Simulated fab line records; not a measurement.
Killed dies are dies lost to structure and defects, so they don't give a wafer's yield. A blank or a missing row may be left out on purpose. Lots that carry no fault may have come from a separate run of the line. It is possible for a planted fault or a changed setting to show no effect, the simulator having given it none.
fab line records	flow nand-harc
record lots=6	wafers=18	last-day=33
route steps=1302 shown A_CONTACT@995 END@1302
lots that met no fault: taken from a fault-free run of the same line
start-h: start of the lot's first displayed wafer, in hours after the record's first day	wait-h: time in hours since the lot's previous step	" as in the row above	L1.1+2: a single row standing in for several wafers	- no value, or no start given	* or withheld: withheld	< > ~ a bound
route shown NAME@n: NAME is a module with steps in the file, n the number in the route of the first one	usual: mean and standard deviation over wafers with no fault	same: alike in all rows	chamber/n: place in a boat	sites: the reading at each site	_std_site: how widely they spread, as a standard deviation	_edge_site: inner sites' mean taken away from outer sites' mean	radius-mm: how far each site lies from the wafer's centre	mask NAME#n: copy n	behind: tool/chamber where the wafer was last shaped	hold: reason for holding the lot/hours on hold/outcome of the hold	device: transistor that didn't switch, given as n, p or np	end of line: tests run on the same wafers once the route is complete	a step with no rows: only its recipe	killed: at the first sort, the dies lost to defects and structure; wafer yield is something else	map: per-die view of a wafer (x killed, . not killed, _ where there is no die)
set.NAME: the setting that was run; set.NAME@STEP: the one run at that earlier step	model.NAME: the simulator's own value behind a step, which no gauge read
a table for each step, a row for each wafer; lots at some steps of the route
services: when a tool's chamber went out of use (start-h, in hours from the record's first day, below 0 if earlier), for how many hours, and the reason
## steps
# step NHARC_A_CONTACT_PEB_40
# recipe peb-temp-c=100	peb-time-s=65
# step NHARC_A_CONTACT_DEVELOP_41
# recipe develop-time-s=35	dev-temp-c=23
# step NHARC_A_CONTACT_CD_MEAS_42
# recipe target-cd-nm=300	landing-energy-ev=500
# usual cd-nm=300.0/0.64
lot.wafer	tool	chamber	start-h	wait-h	cd-nm
L941.1	cd-sem-01	0	544.74	-	299.0
L941.2	"	0	"	"	300.3
L941.4	"	0	"	"	300.0
L946.1	cd-sem-02	0	596.58	-	299.7
L946.2	"	0	"	"	299.2
L946.4	"	0	"	"	299.3
L950.2	cd-sem-01	0	626.33	-	300.0
L950.5	"	0	"	"	299.5
L950.6	"	0	"	"	300.1
L952.1	cd-sem-03	0	664.80	-	299.2
L952.4	"	0	"	"	299.2
L952.5	"	0	"	"	299.9
L953.2	cd-sem-03	0	671.60	-	300.4
L953.3	"	0	"	"	300.7
L953.4	"	0	"	"	301.1
L958.1	cd-sem-02	0	723.27	-	299.9
L958.3	"	0	"	"	300.1
L958.6	"	0	"	"	300.0
# step NHARC_A_CONTACT_OVL_MEAS_43
# usual overlay-x-nm=-0.3/0.64	overlay-y-nm=0.2/0.8
lot.wafer	tool	chamber	start-h	wait-h	overlay-x-nm	overlay-y-nm
L941.1	overlay-02	-	544.83	-	0.0	-0.4
L941.2	"	-	"	"	0.0	-0.7
L941.4	"	-	"	"	-0.2	-0.6
L946.1	overlay-02	-	596.67	-	-0.3	1.0
L946.2	"	-	"	"	0.0	0.7
L946.4	"	-	"	"	-0.6	2.0
L950.2	overlay-01	-	626.42	-	0.0	-0.3
L950.5	"	-	"	"	0.4	0.7
L950.6	"	-	"	"	0.2	-0.2
L952.1	overlay-01	-	664.89	-	-1.3	0.5
L952.4	"	-	"	"	-1.0	0.7
L952.5	"	-	"	"	-1.2	0.1
L953.2	overlay-01	-	671.68	-	-1.2	0.9
L953.3	"	-	"	"	-1.7	1.2
L953.4	"	-	"	"	-1.6	1.6
L958.1	overlay-02	-	723.36	-	-0.3	-0.8
L958.3	"	-	"	"	-0.5	-1.0
L958.6	"	-	"	"	-0.6	-0.7
# step NHARC_A_CONTACT_INSPECT_44
# usual raw-defect-count=76/37
lot.wafer	tool	chamber	start-h	wait-h	raw-defect-count
L941.1	defect-inspect-02	-	544.86	0.0	92
L941.2	"	-	"	"	93
L941.4	"	-	"	"	96
L946.1	defect-inspect-01	-	596.71	0.0	35
L946.2	"	-	"	"	40
L946.4	"	-	"	"	33
L950.2	defect-inspect-01	-	626.46	0.0	55
L950.5	"	-	"	"	67
L950.6	"	-	"	"	64
L952.1	defect-inspect-01	-	664.92	0.0	108
L952.4	"	-	"	"	106
L952.5	"	-	"	"	89
L953.2	defect-inspect-01	-	671.72	0.0	145
L953.3	"	-	"	"	143
L953.4	"	-	"	"	132
L958.1	defect-inspect-01	-	723.39	0.0	89
L958.3	"	-	"	"	93
L958.6	"	-	"	"	73
# step NHARC_A_CONTACT_DESCUM_47
# recipe time-s=3	o2-flow-sccm=200	ar-flow-sccm=0	bias-power-w=0	chemistry=O2
# step NHARC_A_CONTACT_ETCH_48
# recipe target-depth-a=390	over-etch-frac=0.3	time-s=65	ion-energy-ev=80	cf4-flow-sccm=150	ar-flow-sccm=0	rf-w=300	bias-w=100	chemistry=CF4
# step NHARC_A_CONTACT_ETCH_49
# recipe target-depth-a=2600	over-etch-frac=0.3	time-s=475.3	ion-energy-ev=200	n2-flow-sccm=150	h2-flow-sccm=150	ar-flow-sccm=0	rf-w=400	bias-w=150	chemistry=N2/H2
# usual drypump-motor-current-A=5.6/0.44	mfc-ar-sccm=0.002/0.0066	oes-product-au=1.002/0.011	rf-vpp-V=429.7/2.4	showerhead-plenum-p-Torr=2.01/0.082	throttle-valve-pct=14.171/0.0076
lot.wafer	tool	chamber	start-h	wait-h	drypump-motor-current-A	mfc-ar-sccm	oes-product-au	rf-hours-counter-h	rf-vpp-V	showerhead-plenum-p-Torr	throttle-valve-pct
L941.2	rie-diel-04	1	-	-	5.2	0	0.999	0	427.7	1.92	14.167
L941.4	"	2	"	"	5.7	0	1.014	0	430.2	2.01	14.184
L941.1	"	0	"	"	5.4	0	1.000	0	428.9	1.98	14.166
L946.2	rie-diel-04	2	-	-	5.7	0	1.021	8	431.3	2.01	14.167
L946.1	"	1	"	"	5.2	0	1.001	8	427.9	1.92	14.173
L946.4	"	1	"	"	5.2	0	1.006	-	427.1	1.92	14.174
L950.2	rie-diel-04	0	-	-	5.5	0	0.991	12	428.4	1.98	14.172
L950.6	"	3	"	"	5.7	0.022	0.986	-	430.2	2.02	14.171
L950.5	"	0	"	"	5.5	0	0.989	-	429.1	1.98	14.166
L952.1	rie-diel-04	2	-	-	5.7	0	1.013	19	429.5	2.01	14.159
L952.4	"	3	"	"	5.7	0.022	1.003	20	429.1	2.02	14.173
L952.5	"	2	"	"	5.7	0	1.015	-	429.3	2.01	14.176
L953.2	rie-diel-13	3	-	-	5.3	0	1.002	55	433.3	2.17	14.165
L953.3	"	1	"	"	4.8	0	0.988	46	426.5	1.95	14.178
L953.4	"	2	"	"	5.6	0	0.997	44	427.2	1.93	14.176
L958.3	rie-diel-13	3	-	-	5.2	0	0.998	5	433.7	2.17	14.166
L958.1	"	1	"	"	4.8	0	1.004	5	428.7	1.95	14.166
L958.6	"	3	"	"	5.2	0	1.008	-	434.9	2.17	14.183
# step NHARC_A_CONTACT_ETCH_50
# recipe target-depth-a=1210	time-s=60.5	cf4-flow-sccm=100	chf3-flow-sccm=30	ar-flow-sccm=0	rf-w=500	bias-w=200	chemistry=CF4/CHF3
# usual cf4-flow-sccm=99.98/0.29	drypump-motor-current-A=5.6/0.42	mfc-ar-sccm=0.003/0.0075	oes-product-au=0.960/0.019	rf-vpp-V=369.8/2.1	showerhead-plenum-p-Torr=1.55/0.057	throttle-valve-pct=16.804/0.0094
lot.wafer	tool	chamber	start-h	wait-h	cf4-flow-sccm	drypump-motor-current-A	mfc-ar-sccm	oes-product-au	rf-hours-counter-h	rf-vpp-V	showerhead-plenum-p-Torr	throttle-valve-pct
L941.2	rie-diel-04	0	-	-	100.12	5.4	0	0.960	0	370.2	1.53	16.802
L941.1	"	1	"	"	100.31	5.2	0	0.956	0	367.2	1.49	16.817
L941.4	"	2	"	"	100.16	5.7	0	0.994	1	370.2	1.55	16.790
L946.1	rie-diel-04	3	-	-	99.76	5.7	0.022	0.953	9	370.6	1.56	16.809
L946.2	"	1	"	"	100.03	5.2	0	0.946	8	367.8	1.49	16.826
L946.4	"	2	"	"	99.89	5.7	0	0.972	-	369.8	1.55	16.817
L950.2	rie-diel-04	0	-	-	100.59	5.5	0	0.961	12	369.9	1.53	16.798
L950.6	"	2	"	"	100.23	5.7	0	0.984	-	370.7	1.55	16.813
L950.5	"	3	"	"	99.77	5.7	0.022	0.972	-	370.5	1.56	16.795
L952.1	rie-diel-04	0	-	-	99.68	5.5	0	0.965	18	368.6	1.53	16.822
L952.4	"	1	"	"	99.75	5.2	0	0.971	18	367.8	1.48	16.810
L952.5	"	0	"	"	99.75	5.5	0	0.981	-	369.2	1.53	16.814
L953.2	rie-diel-13	3	-	-	99.64	5.2	0	0.931	55	372.2	1.67	16.810
L953.3	"	0	"	"	99.74	6.5	0	0.923	50	366.7	1.52	16.802
L953.4	"	1	"	"	99.81	4.8	0	0.914	46	368.2	1.51	16.802
L958.1	rie-diel-13	0	-	-	99.83	6.5	0	0.991	5	368.2	1.52	16.826
L958.3	"	2	"	"	100.04	5.6	0	0.970	5	367.8	1.49	16.786
L958.6	"	0	"	"	100.47	6.5	0	0.986	-	368.8	1.51	16.803
# step NHARC_A_CONTACT_ETCH_51
# recipe target-depth-a=70000	over-etch-frac=0.3	time-s=1820	ion-energy-ev=150	o2-flow-sccm=400	cos-flow-sccm=20	ar-flow-sccm=0	rf-w=500	bias-w=300	chemistry=O2/COS
# step NHARC_A_CONTACT_ETCH_111
# recipe source-w=withheld	pressure-mtorr=20	bias-v=withheld	time-s=140	target-depth-a=7000	ar-flow-sccm=withheld	c4f8-flow-sccm=withheld	o2-flow-sccm=withheld	chemistry=C4F8/O2/Ar
# step NHARC_A_CONTACT_ETCH_112
# recipe source-w=withheld	pressure-mtorr=20	bias-v=3000	time-s=190	target-depth-a=18500	ar-flow-sccm=withheld	c4f8-flow-sccm=withheld	o2-flow-sccm=withheld	chemistry=C4F8/O2/Ar
# step NHARC_A_CONTACT_ETCH_113
# recipe source-w=withheld	pressure-mtorr=20	bias-v=3000	time-s=190	target-depth-a=18500	ar-flow-sccm=withheld	c4f8-flow-sccm=withheld	o2-flow-sccm=withheld	chemistry=C4F8/O2/Ar
lot.wafer	tool	chamber	start-h	wait-h	rf-hours-counter-h
L941.1	har-cap-etch-03	1	547.14	0.1	53
L941.2	"	0	"	"	53
L941.4	"	1	"	"	-
L946.1	har-cap-etch-01	1	599.35	0.1	13
L946.2	"	0	"	"	13
L946.4	"	1	"	"	-
L950.2	har-cap-etch-01	0	628.71	0.1	18
L950.5	"	0	"	"	-
L950.6	"	1	"	"	-
L952.1	har-cap-etch-03	0	667.21	0.1	76
L952.4	"	0	"	"	-
L952.5	"	0	"	"	-
L953.2	har-cap-etch-02	1	673.98	0.1	115
L953.3	"	1	"	"	-
L953.4	"	0	"	"	-
L958.1	har-cap-etch-01	0	725.66	0.1	36
L958.3	"	0	"	"	-
L958.6	"	1	"	"	-
# step NHARC_A_CONTACT_ETCH_114
# recipe source-w=withheld	pressure-mtorr=20	bias-v=3000	time-s=190	target-depth-a=18500	ar-flow-sccm=withheld	c4f8-flow-sccm=withheld	o2-flow-sccm=withheld	chemistry=C4F8/O2/Ar
lot.wafer	tool	chamber	start-h	wait-h	rf-hours-counter-h
L941.1	har-cap-etch-03	1	547.30	0.1	53
L941.2	"	0	"	"	53
L941.4	"	1	"	"	-
L946.1	har-cap-etch-01	1	599.52	0.1	14
L946.2	"	0	"	"	14
L946.4	"	1	"	"	-
L950.2	har-cap-etch-01	0	628.89	0.1	19
L950.5	"	0	"	"	-
L950.6	"	1	"	"	-
L952.1	har-cap-etch-03	0	667.39	0.1	76
L952.4	"	0	"	"	-
L952.5	"	0	"	"	-
L953.2	har-cap-etch-02	1	674.15	0.1	115
L953.3	"	1	"	"	-
L953.4	"	0	"	"	-
L958.1	har-cap-etch-01	0	725.83	0.1	36
L958.3	"	0	"	"	-
L958.6	"	1	"	"	-
# step NHARC_A_CONTACT_ETCH_115
# recipe source-w=withheld	pressure-mtorr=20	bias-v=3000	time-s=190	target-depth-a=18500	ar-flow-sccm=withheld	c4f8-flow-sccm=withheld	o2-flow-sccm=withheld	chemistry=C4F8/O2/Ar
# step NHARC_A_CONTACT_ETCH_116
# recipe source-w=withheld	pressure-mtorr=20	bias-v=3000	time-s=190	target-depth-a=18500	ar-flow-sccm=withheld	c4f8-flow-sccm=withheld	o2-flow-sccm=withheld	chemistry=C4F8/O2/Ar
# step NHARC_A_CONTACT_ETCH_117
# recipe source-w=withheld	pressure-mtorr=20	bias-v=3000	time-s=190	target-depth-a=18500	ar-flow-sccm=withheld	c4f8-flow-sccm=withheld	o2-flow-sccm=withheld	chemistry=C4F8/O2/Ar
# step NHARC_A_CONTACT_ETCH_118
# recipe source-w=withheld	pressure-mtorr=20	bias-v=3000	time-s=190	target-depth-a=18500	ar-flow-sccm=withheld	c4f8-flow-sccm=withheld	o2-flow-sccm=withheld	chemistry=C4F8/O2/Ar
# step NHARC_A_CONTACT_ETCH_119
# recipe source-w=withheld	pressure-mtorr=20	bias-v=3000	time-s=190	target-depth-a=18500	ar-flow-sccm=withheld	c4f8-flow-sccm=withheld	o2-flow-sccm=withheld	chemistry=C4F8/O2/Ar
# step NHARC_A_CONTACT_ETCH_120
# recipe source-w=withheld	pressure-mtorr=20	bias-v=3000	time-s=190	target-depth-a=18500	ar-flow-sccm=withheld	c4f8-flow-sccm=withheld	o2-flow-sccm=withheld	chemistry=C4F8/O2/Ar
# step NHARC_A_CONTACT_ETCH_121
# recipe source-w=withheld	pressure-mtorr=20	bias-v=3000	time-s=190	target-depth-a=18500	ar-flow-sccm=withheld	c4f8-flow-sccm=withheld	o2-flow-sccm=withheld	chemistry=C4F8/O2/Ar
lot.wafer	tool	chamber	start-h	wait-h	rf-hours-counter-h
L941.1	har-cap-etch-03	1	548.69	0.1	54
L941.2	"	0	"	"	54
L941.4	"	1	"	"	-
L946.1	har-cap-etch-01	1	600.72	0.1	15
L946.2	"	0	"	"	15
L946.4	"	1	"	"	-
L950.2	har-cap-etch-01	0	630.08	0.1	20
L950.5	"	0	"	"	-
L950.6	"	1	"	"	-
L952.1	har-cap-etch-03	0	668.58	0.1	77
L952.4	"	0	"	"	-
L952.5	"	0	"	"	-
L953.2	har-cap-etch-02	1	675.34	0.1	116
L953.3	"	1	"	"	-
L953.4	"	0	"	"	-
L958.1	har-cap-etch-01	0	727.02	0.1	37
L958.3	"	0	"	"	-
L958.6	"	1	"	"	-
# step NHARC_A_CONTACT_ETCH_122
# recipe source-w=withheld	pressure-mtorr=20	bias-v=3000	time-s=190	target-depth-a=18500	ar-flow-sccm=withheld	c4f8-flow-sccm=withheld	o2-flow-sccm=withheld	chemistry=C4F8/O2/Ar
# step NHARC_A_CONTACT_ETCH_123
# recipe source-w=withheld	pressure-mtorr=20	bias-v=400	time-s=490	target-depth-a=21100	ar-flow-sccm=withheld	c4f8-flow-sccm=11.5	o2-flow-sccm=7.2	chemistry=C4F8/O2/Ar
# step NHARC_A_CONTACT_ETCH_90
# recipe target-depth-a=400	over-etch-frac=0.5	time-s=85.7	ion-energy-ev=120	ch3f-flow-sccm=50	o2-flow-sccm=30	ar-flow-sccm=200	rf-w=500	bias-w=100	chemistry=CH3F/O2
# step NHARC_A_CONTACT_ETCH_96
# recipe target-depth-a=200	over-etch-frac=0.5	time-s=10	ion-energy-ev=250	c4f6-flow-sccm=25	o2-flow-sccm=20	ar-flow-sccm=500	rf-w=600	bias-w=500	chemistry=C4F6/O2
# step NHARC_A_CONTACT_CD_MEAS_53
# usual cd-nm=289.5/0.85
lot.wafer	tool	chamber	start-h	wait-h	cd-nm
L941.1	cd-sem-01	-	550.24	-	287.7
L941.2	"	-	"	"	287.4
L941.4	"	-	"	"	287.4
L946.1	cd-sem-03	-	602.79	-	289.7
L946.2	"	-	"	"	289.5
L946.4	"	-	"	"	289.2
L950.2	cd-sem-01	-	631.62	-	289.4
L950.5	"	-	"	"	290.2
L950.6	"	-	"	"	289.5
L952.1	cd-sem-01	-	670.08	-	289.4
L952.4	"	-	"	"	289.9
L952.5	"	-	"	"	289.4
L953.2	cd-sem-01	-	676.88	-	290.1
L953.3	"	-	"	"	289.1
L953.4	"	-	"	"	290.2
L958.1	cd-sem-02	-	728.54	-	288.8
L958.3	"	-	"	"	287.9
L958.6	"	-	"	"	288.7
# step NHARC_A_CONTACT_STRIP_99
# recipe n2-flow-sccm=150	h2-flow-sccm=150	ar-flow-sccm=0	bias-w=0	chemistry=N2/H2
# step NHARC_A_CONTACT_STRIP_100
# recipe cf4-flow-sccm=100	chf3-flow-sccm=30	ar-flow-sccm=0	bias-w=0	chemistry=CF4/CHF3
# step NHARC_A_CONTACT_STRIP_101
# recipe o2-flow-sccm=400	cos-flow-sccm=20	ar-flow-sccm=0	bias-w=0	chemistry=O2/COS
# step NHARC_A_CONTACT_ETCH_102
# recipe target-depth-a=1000	overetch-a=100	time-s=55	ion-energy-ev=100	cf4-flow-sccm=80	o2-flow-sccm=20	ar-flow-sccm=0	rf-w=300	bias-w=100	chemistry=CF4/O2
# usual cf4-flow-sccm=80.00/0.23	drypump-motor-current-A=5.6/0.47	mfc-ar-sccm=0.002/0.0068	oes-product-au=1.001/0.0093	rf-vpp-V=197.4/1.3	showerhead-plenum-p-Torr=1.31/0.053	throttle-valve-pct=13.397/0.01
lot.wafer	tool	chamber	start-h	wait-h	cf4-flow-sccm	drypump-motor-current-A	mfc-ar-sccm	oes-product-au	rf-hours-counter-h	rf-vpp-V	showerhead-plenum-p-Torr	throttle-valve-pct
L941.4	rie-diel-11	2	550.54	0.1	79.81	5.3	0	1.003	34	197.7	1.28	13.395
L941.2	"	3	"	"	79.97	6.2	0	0.985	38	199.7	1.42	13.397
L941.1	"	0	"	"	79.82	5.9	0	1.009	36	198.5	1.41	13.391
L946.1	rie-diel-04	3	603.08	0.1	80.36	5.7	0.022	0.997	11	197.8	1.32	13.412
L946.4	"	0	"	"	80.10	5.4	0	0.990	10	196.6	1.30	13.389
L946.2	"	2	"	"	80.14	5.6	0	1.022	10	196.3	1.32	13.393
L950.2	rie-diel-04	3	631.92	0.1	80.08	5.7	0.022	1.010	15	196.7	1.32	13.388
L950.6	"	1	"	"	80.12	5.2	0	0.992	-	196.2	1.26	13.392
L950.5	"	2	"	"	80.01	5.7	0	1.017	-	197.8	1.32	13.402
L952.4	rie-diel-04	1	670.38	0.1	79.66	5.2	0	0.986	19	197.7	1.26	13.401
L952.1	"	3	"	"	80.05	5.7	0.022	1.000	22	197.1	1.32	13.396
L952.5	"	0	"	"	80.08	5.5	0	0.999	-	196.9	1.29	13.395
L953.2	rie-diel-04	1	677.17	0.1	80.34	5.2	0	1.002	20	195.9	1.26	13.419
L953.4	"	2	"	"	79.88	5.7	0	1.012	21	197.0	1.31	13.412
L953.3	"	3	"	"	79.72	5.7	0.022	0.992	23	197.7	1.32	13.418
L958.1	rie-diel-13	3	728.87	0.1	80.03	5.3	0	1.008	6	198.8	1.41	13.387
L958.3	"	0	"	"	79.90	6.5	0	1.009	5	196.9	1.28	13.395
L958.6	"	2	"	"	80.03	5.6	0	1.004	-	195.9	1.26	13.409
# step NHARC_A_CONTACT_STRIP_55
# recipe o2-flow-sccm=500	ar-flow-sccm=0	bias-w=0	chemistry=O2
# step NHARC_A_CONTACT_STRIP_56
# recipe time-s=600	temp-c=30	chemistry=post-etch-residue-remover
# step NHARC_A_CONTACT_DEP_57
# recipe target-thk-a=53000	temp-c=400	material=aC
# step NHARC_A_CONTACT_DEP_58
# recipe target-thk-a=900	target-thk-nm=90	temp-c=400	pressure-torr=3.5	flow-sccm=200	rf-w=350	material=SiON
# step NHARC_A_CONTACT_DEHYDRATE_59
# recipe temp-c=150	time-s=120
# step NHARC_A_CONTACT_HMDS_60
# recipe time-s=30
# step NHARC_A_CONTACT_COAT_61
# recipe temp-c=260	time-s=75
# step NHARC_A_CONTACT_COAT_62
# recipe temp-c=225	time-s=65
# step NHARC_A_CONTACT_COAT_63
# recipe spin-rpm=1500	resist-thk-nm=90
# step NHARC_A_CONTACT_SOFTBAKE_64
# recipe temp-c=105	time-s=55
# step NHARC_A_CONTACT_EBR_65
# step NHARC_A_CONTACT_EXPOSE_66
# recipe na=1.35	sigma-outer=0.8	dose-mj=59.02	mask-id=A_CC_2
# step NHARC_END_SORT_01
# recipe temp-c=25
# usual killed-at-array=55/20	killed-at-other=0.7/0.96	killed-at-periphery=4.1/2.4	killed-dies=60/20	killed-open=3.3/1.9	killed-short=2.8/1.6
# same gross-dies=677
lot.wafer	tool	chamber	start-h	wait-h	killed-at-array	killed-at-other	killed-at-periphery	killed-dies	killed-open	killed-short
L946.1	prober-02	0	671.21	2.5	126	0	4	130	2	1
L946.2	prober-02	0	672.00	2.8	137	1	9	147	2	7
L946.4	prober-02	0	673.59	3.4	123	0	7	130	1	2
L950.2	prober-02	0	696.91	2.8	135	2	2	139	4	2
L950.5	prober-02	0	699.26	3.6	141	0	6	147	3	3
L950.6	prober-02	0	700.05	3.9	139	0	4	143	5	3
# killed by level:class
L946.1 A_CONTACT:unspecified=99 A_CHANNEL_HOLE_D2:chamber-film-flake=16 A_CHANNEL_HOLE_D1:chamber-film-flake=5 P_GATE:chamber-film-flake=2 A_SLIT:chamber-film-flake=2 A_M1:chamber-film-flake=2 P_CONTACT:geometric-particle:short=1 P_M0:geometric-particle:open=1
L946.2 A_CONTACT:unspecified=98 A_CHANNEL_HOLE_D2:chamber-film-flake=19 A_CHANNEL_HOLE_D1:chamber-film-flake=4 A_SLIT:chamber-film-flake=4 A_WL_FILL:geometric-particle:short=3 P_M2:chamber-film-flake=3 A_CONTACT:chamber-film-flake=3 P_BONDPAD:chamber-film-flake=2
L946.4 A_CONTACT:unspecified=94 A_CHANNEL_HOLE_D2:chamber-film-flake=13 A_CHANNEL_HOLE_D1:chamber-film-flake=5 A_SLIT:chamber-film-flake=4 A_CONTACT:chamber-film-flake=3 P_GATE:chamber-film-flake=2 P_BONDPAD:chamber-film-flake=2 P_CONTACT:geometric-particle:open=1
L950.2 A_CONTACT:unspecified=96 A_CHANNEL_HOLE_D1:chamber-film-flake=29 A_STAIRCASE:chamber-film-flake=3 A_CHANNEL_FILL_D1:geometric-particle:short=1 A_ONON_D2:geometric-particle:open=1 A_CHANNEL_HOLE_D2:geometric-particle:short=1 A_SGD_CUT:geometric-particle:open=1 A_M0:geometric-particle:open=1
L950.5 A_CONTACT:unspecified=99 A_CHANNEL_HOLE_D1:chamber-film-flake=30 P_BONDPAD:chamber-film-flake=2 A_DECK1_JOINT:chamber-film-flake=2 A_SLIT:chamber-film-flake=2 A_CONTACT:chamber-film-flake=2 P_CONTACT:geometric-particle:open=1 A_ONON_D1:geometric-particle:open=1
L950.6 A_CONTACT:unspecified=95 A_CHANNEL_HOLE_D1:chamber-film-flake=34 A_CHANNEL_FILL_D1:geometric-particle:short=2 A_CHANNEL_FILL_D2:geometric-particle:open=2 P_GATE:geometric-particle:short=1 A_CHANNEL_FILL_D1:geometric-particle:open=1 A_M0:geometric-particle:open=1 A_M1:geometric-particle:open=1
# map L946.2 (x killed, . not)
____________.____________
_________.x....._________
_______.......x..._______
______.............______
_____x.....x.x.....x_____
____xx..........x....____
____xxx.....x........____
___xxx.....x..........___
___.xxx....x..x.......___
__......x..x..x........__
__x..x......x.x......x.__
_.....x................._
_....x..x..............._
_.....x................._
_.........x............._
_......................._
..................x......
.........................
......x..................
...x..xxx................
....xxx.x................
_...xxxxx..............._
_..xxxxxxx.....x........_
_..xxxxxxxx............._
_xxxxxxxxxx.x......x..x._
_xxxxxxxxxx............._
__xxxxxxxxx...x........__
__xxxxxxxxx............__
___xxxxxxxx...........___
___xxxxxxxxx..........___
____xxxxxx..xx.......____
____xxxxx............____
_____xxxx..........._____
______.x..x.x...x..______
_______..x........_______
_________......._________
____________.____________
# map L950.5 (x killed, . not)
____________.____________
_________..x...._________
_______..x...xx..._______
______...x.xxx.....______
_____.....xxxxx....._____
____x.....xxxx.......____
____......xx.xx......____
___......xxxxx...x....___
___........x.x........___
__........xxx.x........__
__...........x.........__
_......x.....x..x......._
_..................x...._
_......x......x........._
_.............x........._
_......................._
......................x..
.........................
.........................
.........................
.....x.x.................
_..xxxxxx..............._
_xxxxxxxxx.............._
_xxxxxxxxxx............._
_.xxxxxxxx.............._
_xxxxxxxxx.x............_
__xxxxxxxx.............__
__xxxxxxxxx..........x.__
___xxxxxxxx...........___
___xxxxxxxx...........___
____xxxxxx...........____
____xxxxxx...........____
_____xxxxx.......x.._____
______xxx..x.......______
_______xxx........_______
_________......._________
____________.____________
## services
tool	chamber	start-h	hours	kind
rie-diel-04	-	532.07	9.0	pm
rie-diel-04	0	532.07	9.0	vent-cycle
rie-diel-04	1	532.07	9.0	vent-cycle
rie-diel-04	2	532.07	9.0	vent-cycle
rie-diel-04	3	532.07	9.0	vent-cycle
rie-diel-04	0	541.07	-	clean
rie-diel-04	1	541.07	-	clean
rie-diel-04	2	541.07	-	clean
rie-diel-04	3	541.07	-	clean
har-cap-etch-02	-	544.62	0.4	repair
rie-diel-04	0	565.57	-	clean
rie-diel-04	1	565.57	-	clean
rie-diel-04	2	565.57	-	clean
rie-diel-04	3	565.57	-	clean
har-cap-etch-03	-	586.65	1.4	repair
rie-diel-04	0	590.07	-	clean
rie-diel-04	0	592.26	5.9	repair
rie-diel-04	-	606.46	0.9	repair
rie-diel-11	-	609.72	9.0	pm
rie-diel-13	2	637.12	12.7	repair
rie-diel-11	1	656.74	4.0	repair
rie-diel-13	-	697.13	9.0	pm
rie-diel-04	-	709.19	9.0	pm
rie-diel-11	3	724.71	9.8	repair
## key
first-sign step=NHARC_END_SORT_01	reading=killed-dies	direction=up	sigmas=4	usual=60	struck=139
effect step=NHARC_END_SORT_01	reading=killed-at-array	direction=up	sigmas=3.9	usual=55	struck=134
more-kills-born-at NHARC_A_CONTACT_ETCH_113@har-cap-etch-01=581
met-at NHARC_A_CONTACT_ETCH_113
struck-wafers L946.1,L946.2,L946.4,L950.2,L950.5,L950.6
tester-left-out L946,L950
fault kind=chamber-particle-source	tool=har-cap-etch-01	chamber=-	onset-h=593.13	steps=NHARC_A_CONTACT_ETCH_113	rate-per-visit-cm2=2.0086	end-h=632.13
# tester-left-out: of these lots the tester's yield and bins aren't shown, on N5 and GAA mostly nor the transistor test; their killed dies are dies lost to structure and defects alone, not to doping, threshold or leakage, so they don't give the yield
